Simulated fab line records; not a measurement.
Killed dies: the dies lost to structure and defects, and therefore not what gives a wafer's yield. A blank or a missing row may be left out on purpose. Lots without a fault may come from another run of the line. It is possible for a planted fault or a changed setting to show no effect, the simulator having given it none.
Matching of chambers -- flow n5 finfet -- 3 sister chambers for N5_BEOL_M4_CO_CAP_55 on cvd co-01
The step material Co, precursor CCTBA/H2, target thk 2 nm, time 102.1 s. 3 wafers are shown with their chamber, then 12 later ones without.

WAFERS, EACH WITH ITS CHAMBER
wafer,chamber,heater power w (W)
L087.2,0,231
L090.3,2,211
L090.5,1,275

WAFERS WHOSE CHAMBER IS MISSING
wafer,heater power w (W)
L091.1,216
L091.3,219
L091.5,285
L092.2,228
L092.4,210
L092.5,224
L093.3,225
L093.5,219
L093.6,224
L095.1,223
L095.2,280
L095.4,282

CHAMBER TAKEN BY EACH
wafer,from the rows above,in truth
L091.1,can't be placed: 2 or 0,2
L091.3,can't be placed: 2 or 0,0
L091.5,1,1
L092.2,0,0
L092.4,2,2
L092.5,can't be placed: 0 or 2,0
L093.3,can't be placed: 0 or 2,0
L093.5,can't be placed: 2 or 0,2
L093.6,can't be placed: 0 or 2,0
L095.1,can't be placed: 0 or 2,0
L095.2,1,1
L095.4,1,1
Correctly placed: 5 of 12. Not placeable from these rows: 7 (in 7, the candidates include the true chamber). Number placed wrongly: 0.
How it was worked out, from the rows above alone: a wafer's distance from a chamber is the root of the sum, over the readings, of the square of ((its reading less the chamber's mean) divided by the reading's scatter). If the next closest chamber is less than 2 further off than the closest, the wafer can't be placed; otherwise it belongs to the closest. Each chamber's mean is taken over the wafers shown for it. The scatter: with one shown wafer a chamber, the root of the mean of the squares of how far each hidden wafer lies from its nearest shown one.
